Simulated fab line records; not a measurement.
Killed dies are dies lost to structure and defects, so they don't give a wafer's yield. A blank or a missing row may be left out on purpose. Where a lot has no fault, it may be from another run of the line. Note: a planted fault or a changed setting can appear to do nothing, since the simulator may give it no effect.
Matching of chambers || flow n5 finfet || 4 sister chambers for N5_BEOL_M12_DESCUM_15 on rie diel-02
The step chemistry O2, time 7.9 s. 16 wafers are shown with their chamber, then 8 later ones without.

WAFERS WITH THEIR CHAMBER
{"wafer": "L076.1", "chamber": 3, "drypump motor current A (A)": 5.1, "showerhead plenum p Torr (Torr)": 2.18, "throttle valve pct (%)": 21.03}
{"wafer": "L076.4", "chamber": 0, "drypump motor current A (A)": 6.2, "showerhead plenum p Torr (Torr)": 2.00, "throttle valve pct (%)": 20.32}
{"wafer": "L076.6", "chamber": 2, "drypump motor current A (A)": 5.3, "showerhead plenum p Torr (Torr)": 1.98, "throttle valve pct (%)": 20.94}
{"wafer": "L078.2", "chamber": 0, "drypump motor current A (A)": 6.1, "showerhead plenum p Torr (Torr)": 1.99, "throttle valve pct (%)": 20.32}
{"wafer": "L078.4", "chamber": 1, "drypump motor current A (A)": 5.2, "showerhead plenum p Torr (Torr)": 2.10, "throttle valve pct (%)": 20.58}
{"wafer": "L078.6", "chamber": 0, "drypump motor current A (A)": 6.1, "showerhead plenum p Torr (Torr)": 1.99, "throttle valve pct (%)": 20.33}
{"wafer": "L083.2", "chamber": 0, "drypump motor current A (A)": 6.2, "showerhead plenum p Torr (Torr)": 1.99, "throttle valve pct (%)": 20.34}
{"wafer": "L083.4", "chamber": 3, "drypump motor current A (A)": 5.1, "showerhead plenum p Torr (Torr)": 2.17, "throttle valve pct (%)": 21.04}
{"wafer": "L083.6", "chamber": 3, "drypump motor current A (A)": 5.1, "showerhead plenum p Torr (Torr)": 2.17, "throttle valve pct (%)": 21.05}
{"wafer": "L084.2", "chamber": 0, "drypump motor current A (A)": 6.1, "showerhead plenum p Torr (Torr)": 1.99, "throttle valve pct (%)": 20.34}
{"wafer": "L084.5", "chamber": 1, "drypump motor current A (A)": 5.2, "showerhead plenum p Torr (Torr)": 2.09, "throttle valve pct (%)": 20.61}
{"wafer": "L084.6", "chamber": 0, "drypump motor current A (A)": 6.2, "showerhead plenum p Torr (Torr)": 1.99, "throttle valve pct (%)": 20.35}
{"wafer": "L086.1", "chamber": 1, "drypump motor current A (A)": 5.2, "showerhead plenum p Torr (Torr)": 2.09, "throttle valve pct (%)": 20.63}
{"wafer": "L086.3", "chamber": 3, "drypump motor current A (A)": 5.1, "showerhead plenum p Torr (Torr)": 2.17, "throttle valve pct (%)": 21.07}
{"wafer": "L086.5", "chamber": 0, "drypump motor current A (A)": 6.1, "showerhead plenum p Torr (Torr)": 1.99, "throttle valve pct (%)": 20.35}
{"wafer": "L090.3", "chamber": 2, "drypump motor current A (A)": 5.3, "showerhead plenum p Torr (Torr)": 1.97, "throttle valve pct (%)": 21.02}

SIGNATURES (averages over the wafers above)
{"reading": "drypump motor current A", "chamber 0": 6.143, "chamber 1": 5.200, "chamber 2": 5.300, "chamber 3": 5.100, "scatter within a chamber": 0.0378}
{"reading": "showerhead plenum p Torr", "chamber 0": 1.9914, "chamber 1": 2.0933, "chamber 2": 1.9750, "chamber 3": 2.1725, "scatter within a chamber": 0.00481}
{"reading": "throttle valve pct", "chamber 0": 20.3357, "chamber 1": 20.6067, "chamber 2": 20.9800, "chamber 3": 21.0475, "scatter within a chamber": 0.0229}
Rule: for a wafer and a chamber, the distance is found by dividing, reading by reading, the gap between the wafer's reading and the chamber's mean by the reading's scatter, squaring, summing and taking the root. The wafer belongs to the nearest chamber; if the next one is less than 2 further off, it can't be placed. The scatter: take each reading less its chamber's mean, square it, sum over the shown wafers, divide by the number of wafers less the number of chambers, and take the root.

WAFERS WITH NO CHAMBER GIVEN
{"wafer": "L090.4", "drypump motor current A (A)": 5.3, "showerhead plenum p Torr (Torr)": 2.09, "throttle valve pct (%)": 20.63}
{"wafer": "L090.6", "drypump motor current A (A)": 5.3, "showerhead plenum p Torr (Torr)": 1.97, "throttle valve pct (%)": 21.00}
{"wafer": "L094.3", "drypump motor current A (A)": 5.3, "showerhead plenum p Torr (Torr)": 2.23, "throttle valve pct (%)": 20.66}
{"wafer": "L094.5", "drypump motor current A (A)": 6.2, "showerhead plenum p Torr (Torr)": 1.98, "throttle valve pct (%)": 20.39}
{"wafer": "L094.6", "drypump motor current A (A)": 5.2, "showerhead plenum p Torr (Torr)": 2.08, "throttle valve pct (%)": 20.63}
{"wafer": "L096.1", "drypump motor current A (A)": 6.2, "showerhead plenum p Torr (Torr)": 1.98, "throttle valve pct (%)": 20.38}
{"wafer": "L096.2", "drypump motor current A (A)": 5.2, "showerhead plenum p Torr (Torr)": 2.08, "throttle valve pct (%)": 20.64}
{"wafer": "L096.5", "drypump motor current A (A)": 5.3, "showerhead plenum p Torr (Torr)": 2.23, "throttle valve pct (%)": 20.67}

THE CHAMBER EACH PASSED THROUGH
{"wafer": "L090.4", "from the rows above": 1, "in truth": 1}
{"wafer": "L090.6", "from the rows above": 2, "in truth": 2}
{"wafer": "L094.3", "from the rows above": 3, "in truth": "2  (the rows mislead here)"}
{"wafer": "L094.5", "from the rows above": 0, "in truth": 0}
{"wafer": "L094.6", "from the rows above": 1, "in truth": 1}
{"wafer": "L096.1", "from the rows above": 0, "in truth": 0}
{"wafer": "L096.2", "from the rows above": 1, "in truth": 1}
{"wafer": "L096.5", "from the rows above": 3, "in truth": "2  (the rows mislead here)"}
6 of 8 placed correctly. Can't be placed from these rows: 0. Placed wrongly: 2.
